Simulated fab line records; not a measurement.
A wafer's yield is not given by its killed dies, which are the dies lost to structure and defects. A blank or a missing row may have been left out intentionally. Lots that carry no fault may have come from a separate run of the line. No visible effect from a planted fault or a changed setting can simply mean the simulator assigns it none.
fab line records	flow n5-finfet	part 1 of 2: steps 1 to 4 of 6
record lots=19	wafers=57	last-day=18
route steps=1938 shown FIN_SAQP@139 FIN_CUT@174 STI_FIN_REVEAL@191 DUMMY_GATE@234 SD_EPI_P@308
lots with no fault: from the same line, run without faults
start-h: hours from the record's opening day to when the first of the lot's shown wafers began	wait-h: time in hours since the lot's previous step	" identical to the entry in the row above	L1.1+2: several wafers, shown together as one row	- no value, or no start given	* or withheld: withheld	< > ~ a bound
route shown NAME@n: names a module that has steps shown in the file, with the first one's number in the route	usual: mean and standard deviation over wafers with no fault	same: alike in all rows	chamber/n: place in a boat	sites: each site's reading	_std_site: standard deviation of those values	_edge_site: the outer-site mean with the inner-site mean subtracted	radius-mm: how far each site lies from the wafer's centre	mask NAME#n: copy n	behind: the last tool/chamber to shape the wafer	hold: what put the lot on hold/how long, in hours/how the hold closed	device: the n, p or np transistor that did not switch	end of line: at the end of the route, the tests of the same wafers	for a step that has no rows: nothing shown but its recipe	killed: dies lost to structure and defects at the first sort, not the wafer's yield	map: dies across one wafer; x = killed, . = not, _ = none there
set.NAME: the setting that was run; set.NAME@STEP: the one run at that earlier step	model.NAME: the simulator's own value behind a step, which no gauge read
a sample of lots followed through the steps of the route, with each step as a table and each wafer as a row
services: from which hour (start-h, from the record's first day; less than 0 if before it) a tool's chamber was out of use, for how many hours, and why
## steps
# step N5_FIN_SAQP_SPACER2_ETCHBACK_29
# recipe chemistry=CHF3/O2	mode=anisotropic-etchback	target=SiO2	target-depth-a=122	time-s=6.1	pressure-mtorr=30	source-w=650	bias-w=170	Ar_flow_sccm=200	CHF3_flow_sccm=50	O2_flow_sccm=5	ion-energy-ev=200
# usual drypump-motor-current-A=5.7/0.41	oes-product-au=0.74/0.078	rf-vpp-V=514/15	showerhead-plenum-p-Torr=2.41/0.093	throttle-valve-pct=18.87/0.21
lot.wafer	tool	chamber	start-h	wait-h	drypump-motor-current-A	oes-product-au	rf-hours-counter-h	rf-vpp-V	showerhead-plenum-p-Torr	throttle-valve-pct
L075.2	rie-diel-05	3	33.03	0.3	5.6	0.71	228	512	2.40	19.44
L075.5	"	2	"	"	5.4	0.77	-	526	2.22	18.67
L075.6	"	3	"	"	5.5	0.71	-	513	2.40	19.42
L076.1	rie-diel-04	2	37.65	0.2	5.3	0.72	180	510	2.40	19.04
L076.4	"	2	"	"	5.3	0.72	-	511	2.40	19.05
L076.6	"	1	"	"	5.4	0.74	-	516	2.50	18.61
L078.3	rie-diel-05	2	50.79	0.2	5.5	0.77	124	525	2.22	18.69
L078.4	"	0	"	"	5.1	0.71	221	487	2.50	18.86
L078.6	"	3	"	"	5.5	0.71	-	511	2.40	19.43
L079.1	rie-diel-05	2	56.49	0.3	5.4	0.76	127	523	2.22	18.69
L079.4	"	1	"	"	6.2	0.80	112	524	2.51	18.85
L079.6	"	2	"	"	5.4	0.77	-	525	2.22	18.69
L080.1	rie-diel-05	1	61.50	0.2	6.2	0.79	113	524	2.51	18.88
L080.2	"	3	"	"	5.5	0.70	238	509	2.39	19.47
L080.3	"	0	"	"	5.1	0.71	224	487	2.50	18.86
L083.1	rie-diel-02	0	80.60	0.2	6.1	0.71	175	497	2.32	18.73
L083.3	"	2	"	"	5.6	0.72	201	499	2.39	19.02
L083.6	"	3	"	"	6.6	0.70	-	507	2.42	18.69
L084.1	rie-diel-04	2	87.03	0.2	5.3	0.71	200	511	2.39	19.08
L084.2	"	0	"	"	5.6	0.93	10	529	2.56	18.76
L084.5	"	0	"	"	5.6	0.95	-	529	2.56	18.77
L086.2	rie-diel-02	3	102.34	0.2	6.5	0.69	180	507	2.41	18.68
L086.4	"	1	"	"	5.9	0.66	241	537	2.46	18.83
L086.6	"	2	"	"	5.6	0.71	-	499	2.38	19.05
L087.1	rie-diel-05	2	105.79	0.2	5.5	0.75	145	523	2.21	18.72
L087.2	"	0	"	"	5.1	0.70	240	487	2.49	18.88
L087.3	"	1	"	"	6.1	0.77	130	526	2.50	18.91
L088.1	rie-diel-05	0	110.11	0.2	5.1	0.70	242	486	2.49	18.89
L088.2	"	2	"	"	5.4	0.74	147	526	2.21	18.72
L088.3	"	1	"	"	6.1	0.77	132	525	2.50	18.89
L089.1	rie-diel-04	0	115.28	0.2	5.6	0.91	22	528	2.55	18.77
L089.3	"	2	"	"	5.3	0.70	212	510	2.38	19.09
L089.4	"	3	"	"	6.1	0.65	250	533	2.38	18.83
L090.2	rie-diel-02	1	121.01	0.2	5.9	0.66	247	538	2.46	18.84
L090.3	"	3	"	"	6.5	0.69	187	508	2.41	18.69
L090.5	"	3	"	"	6.6	0.69	-	507	2.41	18.70
L091.3	rie-diel-05	0	127.46	0.2	5.1	0.70	249	489	2.49	18.89
L091.4	"	2	"	"	5.5	0.74	154	526	2.21	18.72
L091.6	"	1	"	"	6.1	0.78	-	526	2.50	18.93
L092.2	rie-diel-04	1	134.17	0.3	5.5	0.70	206	516	2.49	18.66
L092.4	"	2	"	"	5.3	0.69	-	510	2.38	19.10
L092.6	"	1	"	"	5.5	0.71	-	516	2.49	18.67
L093.1	rie-diel-04	0	140.06	0.2	5.6	0.89	33	527	2.55	18.79
L093.4	"	0	"	"	5.6	0.89	-	529	2.55	18.80
L093.6	"	1	"	"	5.5	0.70	-	516	2.49	18.66
L094.1	rie-diel-02	2	147.61	0.2	5.6	0.69	228	499	2.38	19.08
L094.2	"	3	"	"	6.5	0.68	199	507	2.41	18.73
L094.3	"	0	"	"	6.1	0.69	200	497	2.31	18.78
L095.3	rie-diel-04	0	152.74	0.2	5.6	0.89	38	528	2.55	18.81
L095.5	"	2	"	"	5.3	0.69	-	509	2.38	19.13
L095.6	"	1	"	"	5.5	0.69	-	517	2.48	18.68
L096.2	rie-diel-05	0	157.11	0.2	5.1	1.00	0	488	2.49	18.46
L096.3	"	3	"	"	5.5	0.95	15	511	2.38	19.07
L096.5	"	2	"	"	5.5	0.74	-	524	2.21	18.74
L097.2	rie-diel-04	0	162.92	0.2	5.6	0.87	43	527	2.54	18.83
L097.4	"	3	"	"	6.1	0.98	3	532	2.38	18.51
L097.5	"	2	"	"	5.3	0.68	-	510	2.38	19.12
# step N5_FIN_CUT_CUT_ETCH_27
# recipe chemistry=CHF3/O2	target=SiO2	target-depth-a=40	mask-material=SOC	overetch-a=20	time-s=4.9	pressure-mtorr=30	source-w=650	bias-w=170	Ar_flow_sccm=200	CHF3_flow_sccm=50	O2_flow_sccm=5	ion-energy-ev=200
# usual drypump-motor-current-A=5.7/0.4	oes-product-au=0.59/0.034	rf-vpp-V=520/13	showerhead-plenum-p-Torr=2.42/0.083	throttle-valve-pct=19.02/0.26
lot.wafer	tool	chamber	start-h	wait-h	drypump-motor-current-A	oes-product-au	rf-hours-counter-h	rf-vpp-V	showerhead-plenum-p-Torr	throttle-valve-pct
L075.2	rie-diel-01	1	34.80	0.0	5.5	0.57	206	519	2.50	19.24
L075.5	"	3	"	"	5.4	0.64	-	518	2.43	19.08
L075.6	"	2	"	"	5.4	0.61	-	533	2.52	18.89
L076.1	rie-diel-01	2	40.03	0.0	5.4	0.61	141	534	2.52	18.88
L076.4	"	3	"	"	5.4	0.64	94	519	2.43	19.06
L076.6	"	2	"	"	5.4	0.61	-	534	2.51	18.90
L078.3	rie-diel-01	3	52.60	0.0	5.4	0.63	99	519	2.43	19.07
L078.4	"	2	"	"	5.4	0.60	146	534	2.51	18.91
L078.6	"	3	"	"	5.4	0.63	-	520	2.43	19.08
L079.1	rie-diel-06	0	58.30	0.0	6.5	0.61	150	504	2.32	18.49
L079.4	"	0	"	"	6.5	0.62	-	502	2.32	18.48
L079.6	"	3	"	"	5.9	0.63	-	498	2.26	18.53
L080.1	rie-diel-03	0	63.33	0.0	5.7	0.63	118	536	2.52	19.11
L080.2	"	2	"	"	6.2	0.57	166	564	2.50	18.99
L080.3	"	1	"	"	6.8	0.57	167	518	2.31	19.15
L083.1	rie-diel-01	0	82.41	0.0	5.5	0.57	194	510	2.40	19.08
L083.3	"	2	"	"	5.4	0.60	154	533	2.51	18.90
L083.6	"	2	"	"	5.4	0.59	-	532	2.51	18.91
L084.1	rie-diel-01	0	88.90	0.0	5.5	0.57	196	510	2.40	19.08
L084.2	"	3	"	"	5.4	0.62	110	518	2.43	19.09
L084.5	"	1	"	"	5.5	0.56	-	517	2.49	19.26
L086.2	rie-diel-06	1	104.08	0.0	6.5	0.74	13	529	2.57	18.76
L086.4	"	0	"	"	6.5	0.60	162	504	2.31	18.51
L086.6	"	2	"	"	5.6	0.57	-	526	2.39	19.39
L087.1	rie-diel-01	0	107.48	0.0	5.5	0.56	199	509	2.40	19.09
L087.2	"	2	"	"	5.4	0.59	163	532	2.51	18.92
L087.3	"	1	"	"	5.5	0.56	230	518	2.49	19.27
L088.1	rie-diel-01	3	111.80	0.0	5.4	0.61	118	520	2.42	19.12
L088.2	"	0	"	"	5.5	0.57	200	511	2.40	19.09
L088.3	"	1	"	"	5.5	0.56	230	517	2.49	19.27
L089.1	rie-diel-03	0	117.09	0.0	5.8	0.62	134	536	2.51	19.15
L089.3	"	3	"	"	5.8	0.63	90	516	2.35	18.54
L089.4	"	2	"	"	6.2	0.56	181	561	2.50	19.00
L090.2	rie-diel-01	1	122.83	0.0	5.5	0.56	234	516	2.48	19.28
L090.3	"	3	"	"	5.4	0.61	121	520	2.42	19.12
L090.5	"	1	"	"	5.5	0.55	-	518	2.48	19.29
L091.3	rie-diel-01	0	129.15	0.0	5.5	0.57	204	509	2.40	19.09
L091.4	"	3	"	"	5.4	0.61	-	520	2.42	19.13
L091.6	"	1	"	"	5.5	0.56	-	518	2.48	19.27
L092.2	rie-diel-03	1	135.99	0.0	6.8	0.56	188	516	2.31	19.17
L092.4	"	2	"	"	6.2	0.56	186	564	2.49	19.02
L092.6	"	1	"	"	6.8	0.56	-	518	2.31	19.17
L093.1	rie-diel-06	2	142.31	0.0	5.6	0.56	234	528	2.38	19.41
L093.4	"	3	"	"	5.9	0.61	115	499	2.25	18.58
L093.6	"	3	"	"	5.9	0.61	-	499	2.25	18.58
L094.1	rie-diel-06	1	149.30	0.0	6.5	0.71	27	529	2.56	18.78
L094.2	"	3	"	"	5.9	0.61	117	496	2.25	18.59
L094.3	"	0	"	"	6.6	0.59	175	502	2.31	18.54
L095.3	rie-diel-01	1	155.14	0.0	5.5	0.55	245	519	2.48	19.30
L095.5	"	2	"	"	5.4	0.59	-	533	2.50	18.96
L095.6	"	1	"	"	5.5	0.55	-	517	2.48	19.32
L096.2	rie-diel-06	3	158.93	0.0	5.9	0.61	119	498	2.25	18.59
L096.3	"	0	"	"	6.5	0.59	178	503	2.31	18.55
L096.5	"	2	"	"	5.7	0.56	-	527	2.38	19.43
L097.2	rie-diel-01	3	164.61	0.0	5.4	0.61	134	518	2.42	19.15
L097.4	"	0	"	"	5.5	0.56	-	510	2.39	19.11
L097.5	"	3	"	"	5.4	0.61	-	518	2.42	19.13
# step N5_STI_FIN_REVEAL_STRIP_24
# recipe chemistry=N2/H2	time-s=90	power-w=100	temp-c=40	pressure-mtorr=100	rf-frequency-hz=6e+07	bias-power-w=3	n2-flow-sccm=300	h2-flow-sccm=300
# usual drypump-motor-current-A=5.7/0.41	h2-flow-sccm=300.0/0.9	oes-product-au=0.75/0.089	rf-vpp-V=45.2/0.92	showerhead-plenum-p-Torr=3.39/0.13	throttle-valve-pct=12.27/0.25
lot.wafer	tool	chamber	start-h	wait-h	drypump-motor-current-A	h2-flow-sccm	oes-product-au	rf-hours-counter-h	rf-vpp-V	showerhead-plenum-p-Torr	throttle-valve-pct
L075.2	rie-diel-04	3	41.00	0.0	6.1	299.3	0.68	218	45.0	3.31	12.13
L075.5	"	2	"	"	5.3	302.6	0.71	-	46.0	3.39	12.59
L075.6	"	3	"	"	6.1	299.6	0.69	-	45.4	3.31	12.13
L076.1	rie-diel-02	1	48.30	0.0	5.9	301.5	0.69	222	45.5	3.49	12.43
L076.4	"	0	"	"	6.2	299.3	0.72	163	43.8	3.25	12.08
L076.6	"	0	"	"	6.2	299.8	0.72	-	44.0	3.25	12.09
L078.3	rie-diel-02	3	59.05	0.0	6.6	299.7	0.71	165	44.4	3.38	12.16
L078.4	"	1	"	"	5.9	299.2	0.69	226	45.3	3.49	12.45
L078.6	"	0	"	"	6.1	299.7	0.70	-	43.3	3.25	12.09
L079.1	rie-diel-04	1	64.45	0.0	5.5	300.7	0.71	188	46.4	3.50	12.09
L079.4	"	2	"	"	5.3	300.4	0.71	192	46.4	3.38	12.63
L079.6	"	2	"	"	5.3	300.3	0.71	-	47.1	3.38	12.62
L080.1	rie-diel-02	3	69.47	0.0	6.6	299.8	0.71	169	45.7	3.38	12.15
L080.2	"	0	"	"	6.1	299.6	0.70	171	45.7	3.25	12.10
L080.3	"	1	"	"	5.9	299.4	0.69	229	45.1	3.49	12.45
L083.1	rie-diel-02	0	89.59	0.0	6.1	298.6	0.70	178	44.5	3.24	12.14
L083.3	"	3	"	"	6.6	298.4	0.70	175	44.4	3.37	12.16
L083.6	"	1	"	"	5.9	300.5	0.68	-	45.5	3.49	12.45
L084.1	rie-diel-04	2	96.05	0.0	5.3	298.9	0.70	204	43.8	3.38	12.66
L084.2	"	0	"	"	5.6	300.7	0.94	14	47.1	3.62	12.07
L084.5	"	1	"	"	5.5	300.3	0.69	-	45.1	3.49	12.11
L086.2	rie-diel-02	3	110.22	0.0	6.6	300.1	0.71	183	45.3	3.37	12.19
L086.4	"	1	"	"	5.9	299.8	0.67	244	44.1	3.48	12.49
L086.6	"	1	"	"	5.9	300.1	0.68	-	44.7	3.48	12.46
L087.1	rie-diel-05	0	113.61	0.0	5.1	299.6	0.70	244	45.1	3.48	12.33
L087.2	"	2	"	"	5.5	298.9	0.78	149	44.2	3.11	12.10
L087.3	"	1	"	"	6.2	299.3	0.78	134	44.1	3.51	12.21
L088.1	rie-diel-05	2	118.11	0.0	5.5	300.8	0.77	150	43.8	3.11	12.11
L088.2	"	1	"	"	6.2	300.3	0.78	135	45.9	3.51	12.20
L088.3	"	0	"	"	5.1	299.6	0.70	245	45.6	3.48	12.32
L089.1	rie-diel-05	2	124.14	0.0	5.4	302.0	0.76	153	44.1	3.11	12.11
L089.3	"	0	"	"	5.1	300.6	0.70	248	45.9	3.48	12.34
L089.4	"	1	"	"	6.2	301.4	0.78	137	45.5	3.51	12.20
L090.2	rie-diel-02	0	129.18	0.0	6.2	299.5	0.70	192	45.9	3.24	12.14
L090.3	"	2	"	"	5.6	300.0	0.71	220	44.9	3.36	12.52
L090.5	"	0	"	"	6.2	299.5	0.70	-	44.8	3.24	12.16
L091.3	rie-diel-04	1	135.34	0.0	5.4	298.1	0.70	207	45.4	3.49	12.14
L091.4	"	2	"	"	5.3	300.3	0.69	-	47.2	3.37	12.71
L091.6	"	0	"	"	5.6	298.7	0.91	-	44.6	3.61	12.09
L092.2	rie-diel-04	0	142.20	0.0	5.6	299.7	0.90	34	46.2	3.61	12.13
L092.4	"	2	"	"	5.3	300.0	0.69	224	45.8	3.37	12.70
L092.6	"	1	"	"	5.4	301.5	0.69	-	45.8	3.49	12.15
L093.1	rie-diel-04	1	148.91	0.0	5.5	299.9	0.69	212	46.0	3.49	12.15
L093.4	"	2	"	"	5.3	298.7	0.68	-	44.5	3.37	12.72
L093.6	"	1	"	"	5.5	300.2	0.69	-	44.9	3.49	12.16
L094.1	rie-diel-02	0	155.44	0.0	6.2	298.3	0.68	204	45.7	3.23	12.18
L094.2	"	2	"	"	5.6	299.7	0.70	232	46.5	3.35	12.54
L094.3	"	3	"	"	6.6	300.6	0.68	204	45.8	3.36	12.26
L095.3	rie-diel-05	3	161.57	0.0	5.5	301.0	0.92	16	44.8	3.32	12.29
L095.5	"	2	"	"	5.4	299.8	0.75	-	46.3	3.10	12.16
L095.6	"	1	"	"	6.1	300.2	0.76	-	45.8	3.50	12.26
L096.2	rie-diel-04	1	165.53	0.0	5.5	300.0	0.68	219	45.9	3.48	12.16
L096.3	"	2	"	"	5.3	300.0	0.68	234	45.7	3.36	12.72
L096.5	"	2	"	"	5.3	301.0	0.68	-	44.2	3.36	12.74
L097.2	rie-diel-05	3	171.05	0.0	5.6	299.5	0.92	19	44.1	3.32	12.29
L097.4	"	1	"	"	6.2	300.6	0.76	155	44.8	3.50	12.26
L097.5	"	3	"	"	5.6	299.7	0.91	-	46.7	3.32	12.28
# step N5_DUMMY_GATE_DESCUM_20
# recipe chemistry=O2	time-s=6.2	source-power-w=50	bias-power-w=20	pressure-mtorr=20	rf-frequency-hz=2.712e+07	temp-c=40	resist=CAR-EUV	o2-flow-sccm=225
# usual drypump-motor-current-A=5.9/0.44	oes-product-au=0.76/0.053	rf-vpp-V=243.0/1.6	showerhead-plenum-p-Torr=2.08/0.082	throttle-valve-pct=20.5/0.36
lot.wafer	tool	chamber	start-h	wait-h	drypump-motor-current-A	oes-product-au	rf-hours-counter-h	rf-vpp-V	showerhead-plenum-p-Torr	throttle-valve-pct
L075.2	rie-diel-01	1	53.43	0.0	5.5	0.72	212	243.7	2.13	20.6
L075.5	"	3	"	"	5.4	0.82	-	244.4	2.11	20.7
L075.6	"	0	"	"	5.5	0.71	-	243.5	2.09	20.7
L076.1	rie-diel-01	1	62.11	0.0	5.5	0.71	215	242.8	2.13	20.6
L076.4	"	2	"	"	5.4	0.75	149	244.2	2.21	20.7
L076.6	"	1	"	"	5.5	0.72	-	243.5	2.13	20.6
L078.3	rie-diel-03	1	70.82	0.1	6.8	0.71	168	240.9	2.01	20.8
L078.4	"	2	"	"	6.2	0.72	167	246.1	2.14	20.3
L078.6	"	1	"	"	6.8	0.70	-	240.3	2.01	20.8
L079.1	rie-diel-06	2	76.11	0.0	5.6	0.72	212	243.9	2.06	20.9
L079.4	"	3	"	"	5.8	0.81	94	241.6	1.93	20.0
L079.6	"	3	"	"	5.8	0.81	-	242.1	1.93	20.0
L080.1	rie-diel-03	0	81.16	0.0	5.8	0.79	123	246.3	2.19	20.8
L080.2	"	2	"	"	6.2	0.72	170	245.2	2.14	20.3
L080.3	"	3	"	"	5.8	0.82	79	242.5	2.00	19.8
L083.1	rie-diel-03	2	105.27	0.0	6.2	0.71	177	244.3	2.14	20.3
L083.3	"	1	"	"	6.8	0.69	179	241.3	2.01	20.8
L083.6	"	3	"	"	5.8	0.80	-	243.5	2.00	19.8
L084.1	rie-diel-03	1	108.45	0.2	6.8	0.69	180	239.8	2.01	20.8
L084.2	"	2	"	"	6.2	0.71	178	245.2	2.14	20.3
L084.5	"	2	"	"	6.2	0.71	-	244.3	2.14	20.3
L086.2	rie-diel-01	1	124.71	0.0	5.5	0.71	234	244.5	2.12	20.6
L086.4	"	0	"	"	5.5	0.71	203	242.6	2.08	20.7
L086.6	"	3	"	"	5.4	0.80	-	242.2	2.10	20.7
L087.1	rie-diel-06	0	128.66	0.1	6.5	0.75	169	241.4	2.00	20.2
L087.2	"	3	"	"	5.9	0.79	111	239.2	1.93	20.0
L087.3	"	2	"	"	5.6	0.71	229	241.9	2.06	20.9
L088.1	rie-diel-01	0	131.56	0.0	5.5	0.70	205	241.9	2.08	20.7
L088.2	"	3	"	"	5.4	0.78	124	243.9	2.10	20.7
L088.3	"	1	"	"	5.5	0.70	236	243.0	2.12	20.6
L089.1	rie-diel-03	1	136.40	0.0	6.7	0.69	188	240.7	2.00	20.8
L089.3	"	3	"	"	5.8	0.80	95	241.6	2.00	19.9
L089.4	"	2	"	"	6.2	0.71	186	244.3	2.13	20.3
L090.2	rie-diel-03	3	140.87	0.0	5.9	0.81	96	242.1	2.00	19.9
L090.3	"	0	"	"	5.8	0.78	141	244.8	2.19	20.8
L090.5	"	3	"	"	5.8	0.80	-	242.7	2.00	19.9
L091.3	rie-diel-01	3	147.02	0.0	5.4	0.79	128	244.5	2.10	20.7
L091.4	"	0	"	"	5.5	0.71	210	243.6	2.08	20.7
L091.6	"	3	"	"	5.4	0.78	-	243.2	2.10	20.7
L092.2	rie-diel-06	0	160.78	0.3	6.5	0.75	179	241.0	2.00	20.1
L092.4	"	1	"	"	6.5	0.89	29	243.8	2.20	20.1
L092.6	"	2	"	"	5.6	0.71	-	244.0	2.05	20.9
L093.1	rie-diel-03	0	160.89	0.0	5.8	0.77	148	243.1	2.19	20.8
L093.4	"	2	"	"	6.2	0.71	-	243.8	2.13	20.3
L093.6	"	0	"	"	5.8	0.77	-	244.6	2.19	20.9
L094.1	rie-diel-06	2	168.68	0.0	5.7	0.71	242	241.3	2.05	21.0
L094.2	"	0	"	"	6.5	0.76	181	242.9	2.00	20.2
L094.3	"	1	"	"	6.5	0.89	31	244.1	2.20	20.2
L095.3	rie-diel-06	3	179.10	0.0	5.8	0.79	125	240.7	1.92	20.0
L095.5	"	2	"	"	5.6	0.71	-	241.0	2.05	20.9
L095.6	"	1	"	"	6.5	0.89	-	244.4	2.20	20.1
L096.2	rie-diel-01	2	182.49	0.0	5.4	0.72	185	244.3	2.20	20.7
L096.3	"	0	"	"	5.5	0.70	222	243.8	2.07	20.7
L096.5	"	3	"	"	5.4	0.78	-	242.2	2.09	20.8
L097.2	rie-diel-01	0	183.12	0.1	5.5	0.69	223	242.3	2.07	20.7
L097.4	"	3	"	"	5.4	0.78	-	243.0	2.09	20.7
L097.5	"	2	"	"	5.4	0.73	-	245.8	2.20	20.7
